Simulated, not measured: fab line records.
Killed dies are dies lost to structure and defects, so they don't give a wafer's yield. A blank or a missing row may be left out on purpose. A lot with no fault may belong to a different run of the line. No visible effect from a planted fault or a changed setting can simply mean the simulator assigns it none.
Problem report, 8D (eight disciplines) form, completed by code	flow n5Finfet	the parts of the form that need people (team, actions taken, sign-off) are left out

## 1. WHAT WENT WRONG
Mean of rfFwdPowerW at N5_BEOL_M7_VIA_ETCH_34: 424.5 W across 9 wafers in 3 lots; on wafers with no fault it is 341.9 W (standard deviation 1.5). Relative to the usual mean, that is a shift of +55 standard deviations.
The step: etches SiCOH lowk in C4F6/O2, target depth 125.5 nm, time 50.5 s.
Earliest sighting: wafer L256.1 on rieDiel-03 at day 10 09:41. The record has a number at this step for 21 wafers belonging to 7 lots. Rule for "out" (also "out of limits"): further than 4 standard deviations from the usual mean. The rest of the wafers with a number are treated as sound.

## 2. WHAT THIS IS AND IS NOT
question	is	is not
which readings at this step	rfFwdPowerW, rfVppV	drypumpMotorCurrentA, oesProductAu, showerheadPlenumPTorr, throttleValvePct
which lots	L256, L257, L258	L252, L262, L266, L270
which wafers of those lots	all that have a number	-
read on which tools	rieDiel-03	rieDiel-01, rieDiel-04
when	from day 10 09:41	up to then (3 sound wafers); but 9 sound wafers of L262, L266, L270 came after

## 3. WHAT RULES OUT EACH SUSPECT
Counting: a tool at a process step up to the reading stays a suspect if it ran every lot that is out and no sound lot after the first of them.
- rieDiel-03 at N5_BEOL_M7_DESCUM_33 (chemistry O2, time 7 s): ruled out as a lasting fault. The sound lots L270 went through it after L256, its earliest lot that is out (day 10 09:30).
- rieDiel-03 at N5_BEOL_M7_ETCH_72 (etches underlayer in N2/H2, target depth 6.5 nm, time 5.2 s): ruled out as a lasting fault. The sound lots L270 went through it after L256, its earliest lot that is out (day 10 09:32).
- rieDiel-03 at N5_BEOL_M7_ETCH_65 (etches SiARC in CF4, target depth 15.6 nm, time 26 s): ruled out as a lasting fault. The sound lots L270 went through it after L256, its earliest lot that is out (day 10 09:33).
- rieDiel-03 at N5_BEOL_M7_ETCH_66 (etches SOC in N2/H2, target depth 80 nm, overetch 16 nm, time 120 s): ruled out as a lasting fault. The sound lots L270 went through it after L256, its earliest lot that is out (day 10 09:35).
- rieDiel-03 at N5_BEOL_M7_VIA_ETCH_34 (etches SiCOH lowk in C4F6/O2, target depth 125.5 nm, time 50.5 s): ruled out as a lasting fault. The sound lots L270 went through it after L256, its earliest lot that is out (day 10 09:41).
Left after counting: nothing in the record.

## 4. THE CAUSE (what the simulator had put in)
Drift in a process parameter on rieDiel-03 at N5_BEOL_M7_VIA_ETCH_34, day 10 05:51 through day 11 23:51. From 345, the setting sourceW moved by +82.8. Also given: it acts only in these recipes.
Counting ruled it out, wrongly.

## 5. THE CHAIN OF EFFECTS, in route order
Rows list readings where the struck wafers' mean (over those with a number) sits beyond 3 standard deviations from the usual. Readings are gone through only where the record gives a usual standard deviation; hours: the median, over the lots, of the time from a lot's start at the first step in this table giving one to that lot's start at this step; sigmas: the change measured in usual standard deviations.
hours	step	reading	usual	on struck wafers	change	sigmas
0	N5_BEOL_M7_VIA_ETCH_34	rfFwdPowerW	341.9 W	424.5	+82.6	+55
0	N5_BEOL_M7_VIA_ETCH_34	rfVppV	673 V	609	-64	-4.9
It contains these process steps:
- N5_BEOL_M7_VIA_ETCH_34: etches SiCOH lowk in C4F6/O2, target depth 125.5 nm, time 50.5 s.

## 6. HOW IT WOULD HAVE BEEN CAUGHT EARLIER
The fault began at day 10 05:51; the first out-of-limits reading in this record came at day 10 09:41, 4 hours later.
